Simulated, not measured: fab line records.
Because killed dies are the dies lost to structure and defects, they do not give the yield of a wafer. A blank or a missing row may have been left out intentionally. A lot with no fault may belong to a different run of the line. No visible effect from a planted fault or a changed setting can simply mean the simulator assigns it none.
fab line records + flow nand-harc
record
- lots=6
- wafers=18
- last-day=33
route steps=1302 shown A_STAIRCASE@705 END@1302
lots untouched by any fault: they come from a run of this same line in which no faults occurred
start-h: hours from the record's opening day to when the first of the lot's shown wafers began + wait-h: hours since the lot's step before + " as in the row above + L1.1+2: several wafers, shown together as one row + - no value present, or no start provided + * or withheld: withheld + < > ~ a bound
route shown NAME@n: names a module that has steps shown in the file, with the first one's number in the route + usual: mean/standard deviation of fault-free wafers + same: alike in all rows + chamber/n: place in a boat + sites: the reading at each site + _std_site: their standard deviation + _edge_site: mean of outer sites minus mean of inner sites + radius-mm: for every site, how far away it sits from the centre of the wafer + mask NAME#n: copy n + behind: the tool/chamber that last shaped the wafer + hold: why the lot went on hold/how many hours it stayed there/how the hold came to an end + device: transistor that didn't switch, given as n, p or np + end of line: tests run on the same wafers once the route is complete + for a step that has no rows: nothing shown but its recipe + killed: count of dies lost to structure and defects at first sort (not the wafer's yield) + map: shows each die of a wafer: x if killed, . if not, _ if none is there
set.NAME: the setting as run; set.NAME@STEP: as run at that earlier step + model.NAME: the simulator's own value behind a step, which no gauge read
a table for each step, a row for each wafer; lots at some steps of the route
services: when a tool's chamber went out of use (start-h, in hours from the record's first day, below 0 if earlier), for how many hours, and the reason
## steps
# step NHARC_A_STAIRCASE_TRIM_191
# recipe
- time-s=211.2
- o2-flow-sccm=500
- ar-flow-sccm=0
- bias-w=0
- chemistry=O2
# step NHARC_A_STAIRCASE_ETCH_192
# recipe
- target-depth-a=1000
- time-s=40.5
- ion-energy-ev=400
- c4f8-flow-sccm=20
- o2-flow-sccm=10
- ar-flow-sccm=withheld
- rf-w=600
- bias-w=1000
- chemistry=C4F8/O2
# step NHARC_A_STAIRCASE_TRIM_193
# recipe
- time-s=211.2
- o2-flow-sccm=500
- ar-flow-sccm=0
- bias-w=0
- chemistry=O2
# usual
- chamber-pressure-mTorr=60.00/0.06
- drypump-motor-current-A=5.7/0.32
- o2-flow-sccm=499.8/1.5
- oes-product-au=1.000/0.016
- rf-vpp-V=57.8/0.94
- showerhead-plenum-p-Torr=3.52/0.17
- throttle-valve-pct=17.036/0.0095
| lot.wafer | tool        | chamber | start-h | wait-h | chamber-pressure-mTorr | drypump-motor-current-A | o2-flow-sccm | oes-product-au | rf-hours-counter-h | rf-vpp-V | showerhead-plenum-p-Torr | throttle-valve-pct |
|-----------|-------------|---------|---------|--------|------------------------|-------------------------|--------------|----------------|--------------------|----------|--------------------------|--------------------|
| L490.3    | rie-diel-13 | 0       | -       | -      | 60.06                  | 5.6                     | 501.1        | 0.989          | 10                 | 58.5     | 3.53                     | 17.037             |
| L490.4    | "           | 1       | "       | "      | 60.05                  | 5.8                     | 497.4        | 0.996          | 9                  | 57.8     | 3.34                     | 17.036             |
| L490.6    | "           | 0       | "       | "      | 59.96                  | 5.6                     | 499.3        | 0.994          | -                  | 56.9     | 3.53                     | 17.036             |
| L491.1    | rie-diel-04 | 1       | -       | -      | 60.04                  | 5.4                     | 500.0        | 1.003          | 5                  | 57.9     | 3.49                     | 17.031             |
| L491.4    | "           | 2       | "       | "      | 60.09                  | 5.6                     | 498.7        | 0.995          | 5                  | 57.7     | 3.30                     | 17.033             |
| L491.6    | "           | 3       | "       | "      | 60.08                  | 6.2                     | 497.9        | 1.006          | -                  | 55.2     | 3.37                     | 17.034             |
| L498.2    | rie-diel-09 | 1       | -       | -      | 60.02                  | 5.9                     | 499.0        | 1.011          | 32                 | 57.9     | 3.40                     | 17.041             |
| L498.6    | "           | 2       | "       | "      | 60.01                  | 6.2                     | 498.2        | 0.982          | -                  | 57.6     | 3.64                     | 17.040             |
| L498.5    | "           | 3       | "       | "      | 60.06                  | 5.3                     | 496.8        | 1.002          | -                  | 57.1     | 3.44                     | 17.037             |
| L497.1    | rie-diel-04 | 0       | -       | -      | 59.97                  | 5.7                     | 500.0        | 1.032          | 21                 | 58.3     | 3.72                     | 17.043             |
| L497.3    | "           | 2       | "       | "      | 60.09                  | 5.6                     | 498.1        | 1.002          | 23                 | 58.5     | 3.29                     | 17.037             |
| L497.5    | "           | 1       | "       | "      | 60.04                  | 5.4                     | 498.5        | 1.002          | -                  | 58.5     | 3.48                     | 17.024             |
| L509.1    | rie-diel-04 | 2       | -       | -      | 60.07                  | 5.6                     | 499.9        | 0.982          | 4                  | 58.6     | 3.81                     | 17.034             |
| L509.3    | "           | 1       | "       | "      | 59.96                  | 5.4                     | 501.6        | 0.978          | 4                  | 57.9     | 3.46                     | 17.031             |
| L509.5    | "           | 3       | "       | "      | 59.94                  | 6.2                     | 500.0        | 1.019          | -                  | 56.3     | 3.34                     | 17.028             |
| L511.4    | rie-diel-04 | 1       | -       | -      | 59.96                  | 5.5                     | 500.2        | 0.984          | 12                 | 57.6     | 3.46                     | 17.035             |
| L511.6    | "           | 3       | "       | "      | 59.89                  | 6.2                     | 499.2        | 1.015          | -                  | 58.4     | 3.34                     | 17.035             |
| L511.5    | "           | 0       | "       | "      | 60.01                  | 5.7                     | 498.4        | 1.040          | -                  | 57.3     | 3.70                     | 17.030             |
# step NHARC_A_STAIRCASE_ETCH_194
# recipe
- target-depth-a=1000
- time-s=40.5
- ion-energy-ev=400
- c4f8-flow-sccm=20
- o2-flow-sccm=10
- ar-flow-sccm=withheld
- rf-w=600
- bias-w=1000
- chemistry=C4F8/O2
# step NHARC_A_STAIRCASE_TRIM_196
# recipe
- time-s=211.2
- o2-flow-sccm=500
- ar-flow-sccm=0
- bias-w=0
- chemistry=O2
# usual
- chamber-pressure-mTorr=60.00/0.058
- drypump-motor-current-A=5.7/0.33
- o2-flow-sccm=500.1/1.6
- oes-product-au=0.998/0.015
- rf-vpp-V=57.8/0.79
- showerhead-plenum-p-Torr=3.53/0.16
- throttle-valve-pct=17.038/0.0079
| lot.wafer | tool        | chamber | start-h | wait-h | chamber-pressure-mTorr | drypump-motor-current-A | o2-flow-sccm | oes-product-au | rf-hours-counter-h | rf-vpp-V | showerhead-plenum-p-Torr | throttle-valve-pct |
|-----------|-------------|---------|---------|--------|------------------------|-------------------------|--------------|----------------|--------------------|----------|--------------------------|--------------------|
| L490.4    | rie-diel-13 | 3       | 379.35  | 0.1    | 59.87                  | 5.2                     | 500.1        | 0.983          | 10                 | 58.9     | 3.74                     | 17.034             |
| L490.3    | "           | 1       | "       | "      | 59.93                  | 5.9                     | 500.3        | 1.016          | 9                  | 57.7     | 3.34                     | 17.038             |
| L490.6    | "           | 2       | "       | "      | 60.11                  | 5.2                     | 497.8        | 1.023          | -                  | 58.0     | 3.66                     | 17.034             |
| L491.4    | rie-diel-04 | 2       | 385.05  | 0.1    | 60.02                  | 5.6                     | 501.3        | 0.999          | 5                  | 57.5     | 3.30                     | 17.042             |
| L491.1    | "           | 3       | "       | "      | 60.10                  | 6.2                     | 498.8        | 0.994          | 4                  | 58.3     | 3.37                     | 17.037             |
| L491.6    | "           | 2       | "       | "      | 59.96                  | 5.6                     | 499.5        | 1.003          | -                  | 56.6     | 3.30                     | 17.043             |
| L498.2    | rie-diel-13 | 3       | 437.42  | 0.1    | 59.99                  | 5.2                     | 502.2        | 0.976          | 28                 | 58.9     | 3.73                     | 17.046             |
| L498.6    | "           | 0       | "       | "      | 60.01                  | 5.6                     | 500.7        | 0.997          | -                  | 56.9     | 3.52                     | 17.042             |
| L498.5    | "           | 1       | "       | "      | 60.00                  | 5.9                     | 501.4        | 0.994          | -                  | 57.2     | 3.33                     | 17.035             |
| L497.1    | rie-diel-13 | 0       | 443.83  | 0.1    | 59.97                  | 5.6                     | 503.9        | 0.997          | 33                 | 58.1     | 3.52                     | 17.029             |
| L497.3    | "           | 3       | "       | "      | 59.93                  | 5.2                     | 498.1        | 0.984          | 32                 | 58.0     | 3.73                     | 17.046             |
| L497.5    | "           | 1       | "       | "      | 59.98                  | 5.8                     | 501.4        | 1.005          | -                  | 57.1     | 3.33                     | 17.037             |
| L509.3    | rie-diel-04 | 2       | 558.86  | 0.1    | 59.93                  | 5.6                     | 499.7        | 0.981          | 4                  | 58.1     | 3.81                     | 17.047             |
| L509.1    | "           | 3       | "       | "      | 60.00                  | 6.2                     | 501.6        | 1.010          | 5                  | 57.6     | 3.34                     | 17.042             |
| L509.5    | "           | 2       | "       | "      | 60.04                  | 5.6                     | 500.9        | 0.983          | -                  | 57.3     | 3.81                     | 17.034             |
| L511.4    | rie-diel-09 | 1       | 582.97  | 0.1    | 59.99                  | 5.9                     | 502.6        | 0.995          | 23                 | 56.9     | 3.38                     | 17.039             |
| L511.5    | "           | 2       | "       | "      | 60.04                  | 6.3                     | 499.7        | 0.980          | -                  | 57.0     | 3.61                     | 17.031             |
| L511.6    | "           | 3       | "       | "      | 60.03                  | 5.4                     | 502.6        | 1.019          | -                  | 58.0     | 3.41                     | 17.034             |
# step NHARC_A_STAIRCASE_ETCH_197
# recipe
- target-depth-a=1000
- time-s=40.5
- ion-energy-ev=400
- c4f8-flow-sccm=20
- o2-flow-sccm=10
- ar-flow-sccm=withheld
- rf-w=600
- bias-w=1000
- chemistry=C4F8/O2
# usual
- chamber-pressure-mTorr=25.001/0.024
- oes-product-au=0.949/0.021
- rf-vpp-V=896/5.8
- run-length-s=61.7/0.32
| lot.wafer | tool        | chamber | start-h | wait-h | chamber-pressure-mTorr | oes-product-au | rf-hours-counter-h | rf-vpp-V | run-length-s |
|-----------|-------------|---------|---------|--------|------------------------|----------------|--------------------|----------|--------------|
| L490.3    | rie-diel-13 | 0       | -       | -      | 24.977                 | 0.943          | 11                 | 896      | 61.8         |
| L490.4    | "           | 1       | "       | "      | 25.003                 | 0.954          | 9                  | 888      | 61.5         |
| L490.6    | "           | 2       | "       | "      | 25.023                 | 0.958          | -                  | 900      | 61.5         |
| L491.4    | rie-diel-04 | 2       | -       | -      | 24.999                 | 0.934          | 5                  | 887      | 61.8         |
| L491.1    | "           | 3       | "       | "      | 25.009                 | 0.933          | 5                  | 891      | 62.0         |
| L491.6    | "           | 2       | "       | "      | 25.016                 | 0.931          | -                  | 888      | 62.0         |
| L498.2    | rie-diel-13 | 2       | -       | -      | 24.968                 | 0.993          | 25                 | 901      | 61.7         |
| L498.5    | "           | 3       | "       | "      | 24.994                 | 0.960          | -                  | 904      | 61.8         |
| L498.6    | "           | 0       | "       | "      | 25.058                 | 0.951          | -                  | 896      | 61.3         |
| L497.1    | rie-diel-13 | 3       | -       | -      | 24.965                 | 0.954          | 32                 | 903      | 61.8         |
| L497.3    | "           | 0       | "       | "      | 24.986                 | 0.961          | 33                 | 896      | 62.0         |
| L497.5    | "           | 1       | "       | "      | 25.020                 | 0.964          | -                  | 889      | 61.9         |
| L509.3    | rie-diel-04 | 2       | -       | -      | 25.035                 | 0.925          | 4                  | 906      | 61.8         |
| L509.1    | "           | 3       | "       | "      | 24.986                 | 0.961          | 5                  | 890      | 61.8         |
| L509.5    | "           | 0       | "       | "      | 25.004                 | 0.982          | -                  | 902      | 62.2         |
| L511.4    | rie-diel-09 | 2       | -       | -      | 25.031                 | 0.936          | 26                 | 899      | 61.7         |
| L511.6    | "           | 2       | "       | "      | 25.046                 | 0.932          | -                  | 898      | 61.9         |
| L511.5    | "           | 3       | "       | "      | 25.021                 | 0.986          | -                  | 891      | 61.7         |
# step NHARC_A_STAIRCASE_TRIM_198
# recipe
- time-s=211.2
- o2-flow-sccm=500
- ar-flow-sccm=0
- bias-w=0
- chemistry=O2
# step NHARC_A_STAIRCASE_ETCH_199
# recipe
- target-depth-a=1000
- time-s=40.5
- ion-energy-ev=400
- c4f8-flow-sccm=20
- o2-flow-sccm=10
- ar-flow-sccm=withheld
- rf-w=600
- bias-w=1000
- chemistry=C4F8/O2
# step NHARC_A_STAIRCASE_TRIM_200
# recipe
- time-s=211.2
- o2-flow-sccm=500
- ar-flow-sccm=0
- bias-w=0
- chemistry=O2
# usual
- chamber-pressure-mTorr=60.01/0.055
- drypump-motor-current-A=5.7/0.34
- o2-flow-sccm=500.1/1.4
- oes-product-au=0.999/0.016
- rf-vpp-V=57.8/0.89
- showerhead-plenum-p-Torr=3.54/0.16
- throttle-valve-pct=17.037/0.01
| lot.wafer | tool        | chamber | start-h | wait-h | chamber-pressure-mTorr | drypump-motor-current-A | o2-flow-sccm | oes-product-au | rf-hours-counter-h | rf-vpp-V | showerhead-plenum-p-Torr | throttle-valve-pct |
|-----------|-------------|---------|---------|--------|------------------------|-------------------------|--------------|----------------|--------------------|----------|--------------------------|--------------------|
| L490.4    | rie-diel-13 | 0       | -       | -      | 60.02                  | 5.6                     | 499.0        | 0.998          | 11                 | 57.2     | 3.53                     | 17.035             |
| L490.3    | "           | 3       | "       | "      | 60.02                  | 5.2                     | 498.9        | 0.977          | 10                 | 57.4     | 3.74                     | 17.027             |
| L490.6    | "           | 1       | "       | "      | 59.97                  | 5.9                     | 500.0        | 1.004          | -                  | 57.7     | 3.34                     | 17.030             |
| L491.1    | rie-diel-04 | 3       | -       | -      | 59.99                  | 6.2                     | 501.6        | 1.000          | 5                  | 57.8     | 3.37                     | 17.035             |
| L491.4    | "           | 0       | "       | "      | 60.06                  | 5.8                     | 501.4        | 1.031          | 6                  | 58.4     | 3.73                     | 17.051             |
| L491.6    | "           | 3       | "       | "      | 59.96                  | 6.2                     | 501.9        | 1.000          | -                  | 56.1     | 3.37                     | 17.047             |
| L498.2    | rie-diel-13 | 3       | -       | -      | 60.08                  | 5.3                     | 500.2        | 0.973          | 28                 | 59.0     | 3.73                     | 17.049             |
| L498.5    | "           | 2       | "       | "      | 60.01                  | 5.2                     | 500.0        | 1.020          | -                  | 58.0     | 3.65                     | 17.026             |
| L498.6    | "           | 3       | "       | "      | 59.95                  | 5.2                     | 499.4        | 0.979          | -                  | 57.5     | 3.73                     | 17.061             |
| L497.3    | rie-diel-13 | 0       | -       | -      | 60.00                  | 5.6                     | 500.3        | 1.001          | 33                 | 57.5     | 3.52                     | 17.039             |
| L497.1    | "           | 3       | "       | "      | 60.02                  | 5.2                     | 499.7        | 0.985          | 32                 | 56.4     | 3.73                     | 17.016             |
| L497.5    | "           | 1       | "       | "      | 59.99                  | 5.9                     | 499.8        | 1.005          | -                  | 57.4     | 3.33                     | 17.038             |
| L509.1    | rie-diel-04 | 0       | -       | -      | 60.05                  | 5.7                     | 501.7        | 1.034          | 5                  | 58.2     | 3.70                     | 17.042             |
| L509.3    | "           | 2       | "       | "      | 60.00                  | 5.6                     | 499.2        | 0.990          | 4                  | 56.6     | 3.81                     | 17.038             |
| L509.5    | "           | 1       | "       | "      | 59.98                  | 5.4                     | 499.1        | 0.991          | -                  | 57.6     | 3.46                     | 17.043             |
| L511.4    | rie-diel-09 | 0       | -       | -      | 60.02                  | 6.0                     | 499.4        | 0.980          | 24                 | 58.5     | 3.73                     | 17.035             |
| L511.6    | "           | 2       | "       | "      | 59.93                  | 6.2                     | 502.4        | 0.977          | -                  | 57.2     | 3.61                     | 17.015             |
| L511.5    | "           | 3       | "       | "      | 59.99                  | 5.4                     | 500.6        | 1.027          | -                  | 57.8     | 3.41                     | 17.018             |
# step NHARC_A_STAIRCASE_ETCH_201
# recipe
- target-depth-a=1000
- time-s=40.5
- ion-energy-ev=400
- c4f8-flow-sccm=20
- o2-flow-sccm=10
- ar-flow-sccm=withheld
- rf-w=600
- bias-w=1000
- chemistry=C4F8/O2
# step NHARC_A_STAIRCASE_TRIM_202
# recipe
- time-s=211.2
- o2-flow-sccm=500
- ar-flow-sccm=0
- bias-w=0
- chemistry=O2
# usual
- chamber-pressure-mTorr=60.00/0.056
- drypump-motor-current-A=5.7/0.34
- o2-flow-sccm=500.2/1.7
- oes-product-au=1.000/0.015
- rf-vpp-V=57.8/0.89
- showerhead-plenum-p-Torr=3.53/0.16
- throttle-valve-pct=17.037/0.0092
| lot.wafer | tool        | chamber | start-h | wait-h | chamber-pressure-mTorr | drypump-motor-current-A | o2-flow-sccm | oes-product-au | rf-hours-counter-h | rf-vpp-V | showerhead-plenum-p-Torr | throttle-valve-pct |
|-----------|-------------|---------|---------|--------|------------------------|-------------------------|--------------|----------------|--------------------|----------|--------------------------|--------------------|
| L490.3    | rie-diel-13 | 1       | -       | -      | 59.97                  | 5.9                     | 499.6        | 1.005          | 9                  | 57.0     | 3.34                     | 17.031             |
| L490.4    | "           | 2       | "       | "      | 60.01                  | 5.2                     | 499.0        | 1.019          | 9                  | 59.0     | 3.66                     | 17.032             |
| L490.6    | "           | 3       | "       | "      | 60.01                  | 5.2                     | 499.6        | 0.979          | -                  | 57.6     | 3.74                     | 17.047             |
| L491.4    | rie-diel-04 | 3       | -       | -      | 59.89                  | 6.2                     | 503.4        | 0.999          | 5                  | 57.1     | 3.37                     | 17.034             |
| L491.1    | "           | 1       | "       | "      | 60.01                  | 5.4                     | 499.9        | 0.990          | 6                  | 56.9     | 3.49                     | 17.027             |
| L491.6    | "           | 3       | "       | "      | 59.98                  | 6.2                     | 504.0        | 0.992          | -                  | 57.3     | 3.37                     | 17.030             |
| L498.2    | rie-diel-13 | 2       | -       | -      | 59.91                  | 5.2                     | 501.4        | 1.015          | 25                 | 58.2     | 3.65                     | 17.036             |
| L498.5    | "           | 0       | "       | "      | 60.05                  | 5.6                     | 497.5        | 1.008          | -                  | 57.1     | 3.52                     | 17.020             |
| L498.6    | "           | 1       | "       | "      | 60.01                  | 5.8                     | 499.7        | 1.005          | -                  | 56.2     | 3.33                     | 17.034             |
| L497.1    | rie-diel-13 | 1       | -       | -      | 59.90                  | 5.8                     | 498.3        | 0.998          | 35                 | 57.9     | 3.33                     | 17.042             |
| L497.3    | "           | 3       | "       | "      | 59.94                  | 5.3                     | 497.0        | 0.982          | 33                 | 59.5     | 3.73                     | 17.045             |
| L497.5    | "           | 2       | "       | "      | 60.03                  | 5.2                     | 501.1        | 1.015          | -                  | 57.0     | 3.65                     | 17.031             |
| L509.3    | rie-diel-04 | 0       | -       | -      | 59.86                  | 5.7                     | 500.0        | 1.028          | 5                  | 58.7     | 3.70                     | 17.036             |
| L509.1    | "           | 2       | "       | "      | 60.08                  | 5.6                     | 499.2        | 0.995          | 4                  | 58.1     | 3.81                     | 17.033             |
| L509.5    | "           | 1       | "       | "      | 59.99                  | 5.4                     | 500.1        | 0.963          | -                  | 58.6     | 3.46                     | 17.033             |
| L511.4    | rie-diel-09 | 2       | -       | -      | 59.97                  | 6.3                     | 499.3        | 0.973          | 27                 | 58.7     | 3.61                     | 17.039             |
| L511.6    | "           | 3       | "       | "      | 60.01                  | 5.4                     | 501.2        | 1.015          | -                  | 57.8     | 3.41                     | 17.026             |
| L511.5    | "           | 0       | "       | "      | 59.99                  | 6.1                     | 501.8        | 0.980          | -                  | 56.5     | 3.73                     | 17.040             |
# step NHARC_A_STAIRCASE_ETCH_203
# recipe
- target-depth-a=1000
- time-s=40.5
- ion-energy-ev=400
- c4f8-flow-sccm=20
- o2-flow-sccm=10
- ar-flow-sccm=withheld
- rf-w=600
- bias-w=1000
- chemistry=C4F8/O2
# usual
- chamber-pressure-mTorr=25.001/0.022
- oes-product-au=0.943/0.015
- rf-vpp-V=896/5.7
- run-length-s=61.8/0.34
| lot.wafer | tool        | chamber | start-h | wait-h | chamber-pressure-mTorr | oes-product-au | rf-hours-counter-h | rf-vpp-V | run-length-s |
|-----------|-------------|---------|---------|--------|------------------------|----------------|--------------------|----------|--------------|
| L490.3    | rie-diel-13 | 0       | 380.22  | -      | 24.954                 | 0.942          | 11                 | 896      | 61.4         |
| L490.4    | "           | 1       | "       | "      | 24.990                 | 0.966          | 9                  | 890      | 61.4         |
| L490.6    | "           | 0       | "       | "      | 24.990                 | 0.942          | -                  | 897      | 61.4         |
| L491.1    | rie-diel-04 | 1       | 386.11  | -      | 25.015                 | 0.931          | 6                  | 895      | 62.6         |
| L491.4    | "           | 3       | "       | "      | 25.028                 | 0.935          | 5                  | 891      | 62.0         |
| L491.6    | "           | 0       | "       | "      | 24.974                 | 0.971          | -                  | 902      | 61.7         |
| L498.2    | rie-diel-13 | 2       | 438.25  | -      | 25.005                 | 0.970          | 25                 | 901      | 47.3         |
| L498.6    | "           | 1       | "       | "      | 25.018                 | 0.950          | -                  | 889      | 61.8         |
| L498.5    | "           | 2       | "       | "      | 24.961                 | 0.969          | -                  | 901      | 47.6         |
| L497.3    | rie-diel-13 | 2       | 444.72  | -      | 24.961                 | 0.957          | 29                 | 900      | 47.7         |
| L497.1    | "           | 3       | "       | "      | 25.013                 | 0.931          | 33                 | 904      | 62.2         |
| L497.5    | "           | 2       | "       | "      | 25.006                 | 0.963          | -                  | 901      | 48.1         |
| L509.3    | rie-diel-04 | 1       | 559.73  | -      | 24.991                 | 0.923          | 4                  | 893      | 62.3         |
| L509.1    | "           | 0       | "       | "      | 24.982                 | 0.969          | 5                  | 902      | 61.5         |
| L509.5    | "           | 2       | "       | "      | 25.009                 | 0.954          | -                  | 906      | 61.6         |
| L511.4    | rie-diel-09 | 1       | 583.81  | -      | 25.008                 | 0.937          | 23                 | 890      | 61.9         |
| L511.5    | "           | 2       | "       | "      | 24.999                 | 0.927          | -                  | 900      | 62.0         |
| L511.6    | "           | 3       | "       | "      | 25.017                 | 0.958          | -                  | 893      | 61.3         |
# step NHARC_END_SORT_01
# recipe
- temp-c=25
# usual
- killed-at-array=54/17
- killed-at-other=0.7/1
- killed-at-periphery=3.7/2.9
- killed-dies=58/16
- killed-open=3.2/1.9
- killed-short=2.2/1.5
# same
- gross-dies=677
| lot.wafer | tool      | chamber | start-h | wait-h | killed-at-array | killed-at-other | killed-at-periphery | killed-dies | killed-open | killed-short |
|-----------|-----------|---------|---------|--------|-----------------|-----------------|---------------------|-------------|-------------|--------------|
| L497.3    | prober-01 | 0       | 647.13  | 3.1    | 675             | 0               | 2                   | 677         | 2           | 3            |
| L497.5    | prober-01 | 0       | 648.72  | 3.7    | 673             | 0               | 4                   | 677         | 4           | 3            |
| L498.2    | prober-02 | 0       | 646.41  | 2.8    | 669             | 1               | 7                   | 677         | 2           | 1            |
| L498.5    | prober-02 | 0       | 648.78  | 3.7    | 670             | 2               | 5                   | 677         | 2           | 3            |
# killed by level:class
L498.2 A_STAIRCASE:area-etch=600 A_CHANNEL_HOLE_D2:chamber-film-flake=36 A_SLIT:chamber-film-flake=12 A_CONTACT:chamber-film-flake=11 P_GATE:chamber-film-flake=5 A_CHANNEL_HOLE_D1:chamber-film-flake=5 A_CHANNEL_FILL_D1:geometric-particle:short=1 A_CHANNEL_FILL_D2:geometric-particle:open=1
L497.3 A_STAIRCASE:area-etch=619 A_CHANNEL_HOLE_D1:chamber-film-flake=32 A_CHANNEL_HOLE_D2:chamber-film-flake=11 A_CONTACT:chamber-film-flake=7 A_ONON_D1:geometric-particle:short=2 P_STI:geometric-particle:short=1 A_ONON_D1:geometric-particle:open=1 A_M1:geometric-particle:open=1
L497.5 A_STAIRCASE:area-etch=621 A_CHANNEL_HOLE_D1:chamber-film-flake=29 A_CHANNEL_HOLE_D2:chamber-film-flake=9 A_CONTACT:chamber-film-flake=6 P_ZERO_WELL:chamber-film-flake=2 A_WL_FILL:chamber-film-flake=2 P_M0:geometric-particle:short=1 A_DECK1_JOINT:geometric-particle:short=1
L498.5 A_STAIRCASE:area-etch=615 A_CHANNEL_HOLE_D2:chamber-film-flake=35 A_SLIT:chamber-film-flake=13 P_GATE:geometric-particle:open=2 A_WL_FILL:geometric-particle:short=2 A_CHANNEL_FILL_D2:chamber-film-flake=2 A_STAIRCASE:chamber-film-flake=2 STARTING-WAFER:geometric-particle:short=1
# map L497.3 (x killed, . not)
____________x____________
_________xxxxxxx_________
_______xxxxxxxxxxx_______
______xxxxxxxxxxxxx______
_____xxxxxxxxxxxxxxx_____
____xxxxxxxxxxxxxxxxx____
____xxxxxxxxxxxxxxxxx____
___xxxxxxxxxxxxxxxxxxx___
___xxxxxxxxxxxxxxxxxxx___
__xxxxxxxxxxxxxxxxxxxxx__
__xxxxxxxxxxxxxxxxxxxxx__
_xxxxxxxxxxxxxxxxxxxxxxx_
_xxxxxxxxxxxxxxxxxxxxxxx_
_xxxxxxxxxxxxxxxxxxxxxxx_
_xxxxxxxxxxxxxxxxxxxxxxx_
_xxxxxxxxxxxxxxxxxxxxxxx_
xxxxxxxxxxxxxxxxxxxxxxxxx
xxxxxxxxxxxxxxxxxxxxxxxxx
xxxxxxxxxxxxxxxxxxxxxxxxx
xxxxxxxxxxxxxxxxxxxxxxxxx
xxxxxxxxxxxxxxxxxxxxxxxxx
_xxxxxxxxxxxxxxxxxxxxxxx_
_xxxxxxxxxxxxxxxxxxxxxxx_
_xxxxxxxxxxxxxxxxxxxxxxx_
_xxxxxxxxxxxxxxxxxxxxxxx_
_xxxxxxxxxxxxxxxxxxxxxxx_
__xxxxxxxxxxxxxxxxxxxxx__
__xxxxxxxxxxxxxxxxxxxxx__
___xxxxxxxxxxxxxxxxxxx___
___xxxxxxxxxxxxxxxxxxx___
____xxxxxxxxxxxxxxxxx____
____xxxxxxxxxxxxxxxxx____
_____xxxxxxxxxxxxxxx_____
______xxxxxxxxxxxxx______
_______xxxxxxxxxxx_______
_________xxxxxxx_________
____________x____________
# map L498.2 (x killed, . not)
____________x____________
_________xxxxxxx_________
_______xxxxxxxxxxx_______
______xxxxxxxxxxxxx______
_____xxxxxxxxxxxxxxx_____
____xxxxxxxxxxxxxxxxx____
____xxxxxxxxxxxxxxxxx____
___xxxxxxxxxxxxxxxxxxx___
___xxxxxxxxxxxxxxxxxxx___
__xxxxxxxxxxxxxxxxxxxxx__
__xxxxxxxxxxxxxxxxxxxxx__
_xxxxxxxxxxxxxxxxxxxxxxx_
_xxxxxxxxxxxxxxxxxxxxxxx_
_xxxxxxxxxxxxxxxxxxxxxxx_
_xxxxxxxxxxxxxxxxxxxxxxx_
_xxxxxxxxxxxxxxxxxxxxxxx_
xxxxxxxxxxxxxxxxxxxxxxxxx
xxxxxxxxxxxxxxxxxxxxxxxxx
xxxxxxxxxxxxxxxxxxxxxxxxx
xxxxxxxxxxxxxxxxxxxxxxxxx
xxxxxxxxxxxxxxxxxxxxxxxxx
_xxxxxxxxxxxxxxxxxxxxxxx_
_xxxxxxxxxxxxxxxxxxxxxxx_
_xxxxxxxxxxxxxxxxxxxxxxx_
_xxxxxxxxxxxxxxxxxxxxxxx_
_xxxxxxxxxxxxxxxxxxxxxxx_
__xxxxxxxxxxxxxxxxxxxxx__
__xxxxxxxxxxxxxxxxxxxxx__
___xxxxxxxxxxxxxxxxxxx___
___xxxxxxxxxxxxxxxxxxx___
____xxxxxxxxxxxxxxxxx____
____xxxxxxxxxxxxxxxxx____
_____xxxxxxxxxxxxxxx_____
______xxxxxxxxxxxxx______
_______xxxxxxxxxxx_______
_________xxxxxxx_________
____________x____________
## services
| tool        | chamber | start-h | hours | kind   |
|-------------|---------|---------|-------|--------|
| rie-diel-09 | 1       | 356.47  | 11.1  | repair |
| rie-diel-04 | -       | 357.14  | 9.0   | pm     |
| rie-diel-13 | 0       | 375.66  | -     | clean  |
| rie-diel-13 | 1       | 375.66  | -     | clean  |
| rie-diel-13 | 2       | 375.66  | -     | clean  |
| rie-diel-13 | 3       | 375.66  | -     | clean  |
| rie-diel-13 | 2       | 384.14  | 13.5  | repair |
| rie-diel-09 | 1       | 399.58  | 2.5   | repair |
| rie-diel-13 | 0       | 400.22  | -     | clean  |
| rie-diel-13 | 1       | 400.22  | -     | clean  |
| rie-diel-13 | 2       | 400.22  | -     | clean  |
| rie-diel-13 | 3       | 400.22  | -     | clean  |
| rie-diel-13 | 0       | 426.56  | -     | clean  |
| rie-diel-13 | 1       | 426.56  | -     | clean  |
| rie-diel-13 | 2       | 426.56  | -     | clean  |
| rie-diel-13 | 3       | 426.56  | -     | clean  |
| rie-diel-09 | 1       | 443.80  | 8.7   | repair |
| rie-diel-13 | 0       | 451.06  | -     | clean  |
| rie-diel-13 | 1       | 451.06  | -     | clean  |
| rie-diel-13 | 2       | 451.06  | -     | clean  |
| rie-diel-09 | -       | 497.14  | 9.0   | pm     |
| rie-diel-13 | -       | 519.23  | 9.0   | pm     |
| rie-diel-04 | -       | 534.14  | 9.0   | pm     |
| rie-diel-13 | 0       | 543.73  | 4.0   | repair |
## key
first-sign
- step=NHARC_A_STAIRCASE_ETCH_203
- reading=run-length-s
- direction=down
- sigmas=42
- usual=*
- struck=*
effect
- step=NHARC_END_SORT_01
- reading=killed-dies
- direction=up
- sigmas=38
- usual=58
- struck=677
more-kills-born-at
- NHARC_A_STAIRCASE_ETCH_203@rie-diel-13=2455
met-at NHARC_A_STAIRCASE_ETCH_203
struck-wafers L497.3,L497.5,L498.2,L498.5
later-rows-left-out L497.3,L497.5,L498.2,L498.5
tester-left-out L497,L498
fault
- kind=process-parameter-drift
- tool=rie-diel-13
- chamber=2
- onset-h=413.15
- steps=NHARC_A_STAIRCASE_ETCH_203
- channel=time-s
- offset=*
- shape=step
- end-h=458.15
- acts-in=*
- stated=*
# tester-left-out: of these lots the tester's yield and bins aren't shown, on N5 and GAA mostly nor the transistor test; their killed dies are dies lost to structure and defects alone, not to doping, threshold or leakage, so they don't give the yield
# later-rows-left-out: the simulator's readings of these wafers behind a module that went badly wrong aren't trusted and aren't shown, but for the sort
